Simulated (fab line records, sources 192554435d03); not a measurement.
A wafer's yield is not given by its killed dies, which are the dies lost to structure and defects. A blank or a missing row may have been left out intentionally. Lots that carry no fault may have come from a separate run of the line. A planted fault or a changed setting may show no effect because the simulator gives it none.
3 desks looking at one fault || flow n5Finfet || each desk has only its own numbers; what lay behind them comes last
Where a reading is given only as a bound, like >300, the bound stands for it, and a mean or a difference that rests on one is marked > or <: the true number lies beyond.

== TOOL OWNER'S DESK, rieDiel-01 ==
The tool's own readings at N5_MIM_BOT_ETCH_STRIP_01 (strips in O2): means of the sampled wafers that have a number, for each lot that ran on this tool. Marked OUT: a lot whose mean sits more than 4 standard deviations from the usual mean, which makes it out of limits; the brackets give that distance.
Columns: A = drypumpMotorCurrentA at N5_MIM_BOT_ETCH_STRIP_01, usual 5.7 A; B = oesProductAu at N5_MIM_BOT_ETCH_STRIP_01, usual 0.81 a.u.; C = rfVppV at N5_MIM_BOT_ETCH_STRIP_01, usual 3.7 V; D = showerheadPlenumPTorr at N5_MIM_BOT_ETCH_STRIP_01, usual 2.11 Torr; E = throttleValvePct at N5_MIM_BOT_ETCH_STRIP_01, usual 16.62 %
{"lot": "L163", "first seen here": "day 12 18:43", "A": 5.5, "B": 0.83, "C": 5.1, "D": 2.16, "E": 16.75}
{"lot": "L167", "first seen here": "day 14 02:37", "A": 5.5, "B": 0.82, "C": 5.0, "D": 2.15, "E": 16.78}
{"lot": "L172", "first seen here": "day 15 15:20", "A": 5.6, "B": 0.88, "C": 3.7, "D": 2.16, "E": 16.83}
This desk's finding: nothing out of limits on any of the 3 lots.

== AT THE METROLOGY DESK ==
Means of the sampled wafers that have a number, per lot and without regard to the tool the lot ran on: this is what the gauges read. Marked OUT: a lot whose mean sits more than 4 standard deviations from the usual mean, which makes it out of limits; the brackets give that distance.
Columns: A = TV_OVL at N5_PASSIVATION_OVL_MEAS_60, usual -2 nm
{"lot": "L160", "first seen here": "day 12 04:18", "A": -0}
{"lot": "L161", "first seen here": "day 12 05:05", "A": -5}
{"lot": "L163", "first seen here": "day 12 20:58", "A": -8}
{"lot": "L164", "first seen here": "day 13 13:46", "A": -2}
{"lot": "L167", "first seen here": "day 14 06:25", "A": -14}
{"lot": "L168", "first seen here": "day 14 06:41", "A": -0}
{"lot": "L166", "first seen here": "day 14 06:46", "A": 2}
{"lot": "L169", "first seen here": "day 14 18:04", "A": 3}
{"lot": "L172", "first seen here": "day 15 16:43", "A": -5}
{"lot": "L175", "first seen here": "day 16 03:52", "A": 4}
This desk's finding: nothing out of limits on any of the 10 lots.

== THE DEFECT DESK ==
Counts from the inspections along the route, per lot, as means over the sampled wafers that have a number. Marked OUT: a lot whose mean sits more than 4 standard deviations from the usual mean, which makes it out of limits; the brackets give that distance.
Columns: A = rawDefectCount at N5_PASSIVATION_INSPECT_61, usual 1.9
{"lot": "L160", "first seen here": "day 12 04:19", "A": 2.0}
{"lot": "L161", "first seen here": "day 12 05:07", "A": 2.7}
{"lot": "L163", "first seen here": "day 12 20:59", "A": 2.7}
{"lot": "L164", "first seen here": "day 13 13:47", "A": 2.0}
{"lot": "L167", "first seen here": "day 14 06:26", "A": 2.7}
{"lot": "L168", "first seen here": "day 14 06:42", "A": 2.0}
{"lot": "L166", "first seen here": "day 14 06:47", "A": 1.7}
{"lot": "L169", "first seen here": "day 14 18:05", "A": 2.0}
{"lot": "L172", "first seen here": "day 15 16:44", "A": ">101 (>+76) OUT"}
{"lot": "L175", "first seen here": "day 16 03:53", "A": 1.7}
This desk finds L172 out of limits, L172 being first, at day 15 16:44 (rawDefectCount at N5_PASSIVATION_INSPECT_61). L160, L161, L163, L164, L167, L168, L166, L169, L175 stayed within limits.

== BROUGHT TOGETHER ==
The defect desk could have raised an alarm at day 15 16:44, on L172.
The tool owner's desk saw nothing out of limits.
Metrology desk: nothing out of limits seen.
The tool owner's desk has L172 on record, within its limits.
The metrology desk has L172 on record, within its limits.
N5_MIM_BOT_ETCH_STRIP_01 was run on rieDiel-01 by each of the lots named.

== WHAT THE SIMULATOR HAD INSERTED ==
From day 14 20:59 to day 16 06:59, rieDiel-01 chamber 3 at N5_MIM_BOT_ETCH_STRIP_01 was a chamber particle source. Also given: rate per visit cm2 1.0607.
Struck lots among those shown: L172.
Hours from the fault's start to each desk's first reading out of limits: the defect desk, 20.
